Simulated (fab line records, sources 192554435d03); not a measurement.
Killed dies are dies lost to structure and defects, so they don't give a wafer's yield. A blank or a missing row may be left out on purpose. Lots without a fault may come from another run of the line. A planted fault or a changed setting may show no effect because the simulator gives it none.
Tool commonality check | flow n5_finfet | 11 lots, 33 wafers sampled

WHY IT WAS OPENED
At N5_BEOL_M13_CD_MEAS_28 the reading cd_nm is flagged on 2 of 11 lots. Wafers without a fault read 210.4 nm, standard deviation 0.83.
Rule: a lot is flagged when every wafer of it that has a number lies more than 4 standard deviations from that mean, or none has a number. The other lots count as sound.

lot  | measured     | on        | cd_nm (nm), wafer by wafer | flag
L468 | day 10 17:17 | cd_sem-03 | 210.5 210.4 210.6          |
L470 | day 11 03:29 | cd_sem-01 | 209.0 209.5 211.0          |
L469 | day 11 04:22 | cd_sem-01 | 210.3 210.6 211.6          |
L471 | day 11 12:49 | cd_sem-03 | 210.2 210.6 211.0          |
L472 | day 12 05:03 | cd_sem-02 | 209.9 209.5 209.6          |
L484 | day 14 23:32 | cd_sem-03 | 209.9 210.6 209.6          |
L481 | day 14 23:42 | cd_sem-03 | 217.1 216.1 216.0          | FLAGGED
L483 | day 15 09:55 | cd_sem-02 | 214.0 214.5 214.4          | FLAGGED
L486 | day 15 10:35 | cd_sem-03 | 211.7 211.9 211.3          |
L488 | day 16 04:52 | cd_sem-03 | 209.6 210.4 210.3          |
L487 | day 16 04:58 | cd_sem-01 | 211.0 211.3 211.6          |
The numbers of the flagged lots are 215.3 nm on average: +4.9 nm against the usual, or +6 standard deviations.

WHICH TOOL RAN EACH LOT
The record holds 2 process steps before the reading, out of a route of 1938 steps. In each cell: the tool, then ch and the chambers that the sampled wafers went through, then the start.
lot  | flag    | N5_BEOL_M13_STRIP_63                 | N5_BEOL_M13_EXPOSE_25
L468 |         | plasma_asher-02 ch 0,1, day 10 16:38 | krf_scanner-01 ch 0, day 10 17:07
L470 |         | plasma_asher-01 ch 0,1, day 11 02:58 | krf_scanner-02 ch 0, day 11 03:19
L469 |         | plasma_asher-02 ch 0,1, day 11 03:42 | krf_scanner-01 ch 0, day 11 04:11
L471 |         | plasma_asher-01 ch 0,1, day 11 12:18 | krf_scanner-01 ch 0, day 11 12:40
L472 |         | plasma_asher-02 ch 0,1, day 12 04:32 | krf_scanner-01 ch 0, day 12 04:53
L484 |         | plasma_asher-02 ch 0,1, day 14 22:52 | krf_scanner-02 ch 0, day 14 23:22
L481 | FLAGGED | plasma_asher-02 ch 0,1, day 14 23:02 | krf_scanner-01 ch 0, day 14 23:32
L483 | FLAGGED | plasma_asher-02 ch 0,1, day 15 09:23 | krf_scanner-01 ch 0, day 15 09:45
L486 |         | plasma_asher-01 ch 0,1, day 15 09:55 | krf_scanner-02 ch 0, day 15 10:25
L488 |         | plasma_asher-01 ch 0,1, day 16 04:20 | krf_scanner-02 ch 0, day 16 04:42
L487 |         | plasma_asher-02 ch 0,1, day 16 04:26 | krf_scanner-02 ch 0, day 16 04:47
What these steps do:
- N5_BEOL_M13_STRIP_63: strips in N2/H2.
- N5_BEOL_M13_EXPOSE_25: exposes mask M13, target cd 210 nm.
- N5_BEOL_M13_CD_MEAS_28: target cd 209.5 nm.

FLAGGED OVER TOTAL, TOOL BY TOOL (the gauges that took the reading come last)
step                   | tool            | lots run | flagged | share of the flagged lots | sound lots run after its first flagged lot
N5_BEOL_M13_STRIP_63   | plasma_asher-01 | 4        | 0       | none                      | -
N5_BEOL_M13_STRIP_63   | plasma_asher-02 | 7        | 2       | all                       | 1 (L487)
N5_BEOL_M13_EXPOSE_25  | krf_scanner-01  | 6        | 2       | all                       | 0
N5_BEOL_M13_EXPOSE_25  | krf_scanner-02  | 5        | 0       | none                      | -
N5_BEOL_M13_CD_MEAS_28 | cd_sem-01       | 3        | 0       | none                      | -
N5_BEOL_M13_CD_MEAS_28 | cd_sem-02       | 2        | 1       | some                      | 0
N5_BEOL_M13_CD_MEAS_28 | cd_sem-03       | 6        | 1       | some                      | 2 (L486,L488)

WHAT THE TABLE ALLOWS
2 rows of the table ran every flagged lot: plasma_asher-02 at N5_BEOL_M13_STRIP_63, krf_scanner-01 at N5_BEOL_M13_EXPOSE_25.
- plasma_asher-02 at N5_BEOL_M13_STRIP_63: 2 of its 7 lots flagged. Sound lots ran on it after the first flagged one (L487), which a lasting fault on the whole tool wouldn't allow.
- krf_scanner-01 at N5_BEOL_M13_EXPOSE_25: 2 of its 6 lots flagged. Its last sound lot is L472 (day 12 04:53), its first flagged lot L481 (day 14 23:32): a fault that began between those two fits. Its own readings lie more than 4 standard deviations out on every wafer of the flagged lots: exposure_dose_mJ_cm2.
One tool is left: krf_scanner-01 at N5_BEOL_M13_EXPOSE_25.

WHAT THE SIMULATOR HAD PUT IN
Process parameter drift: krf_scanner-01, from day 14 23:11 on, at N5_BEOL_M13_EXPOSE_25. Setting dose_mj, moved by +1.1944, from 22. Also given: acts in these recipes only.
Lots struck among those shown: L481, L483. The rule above found the same.
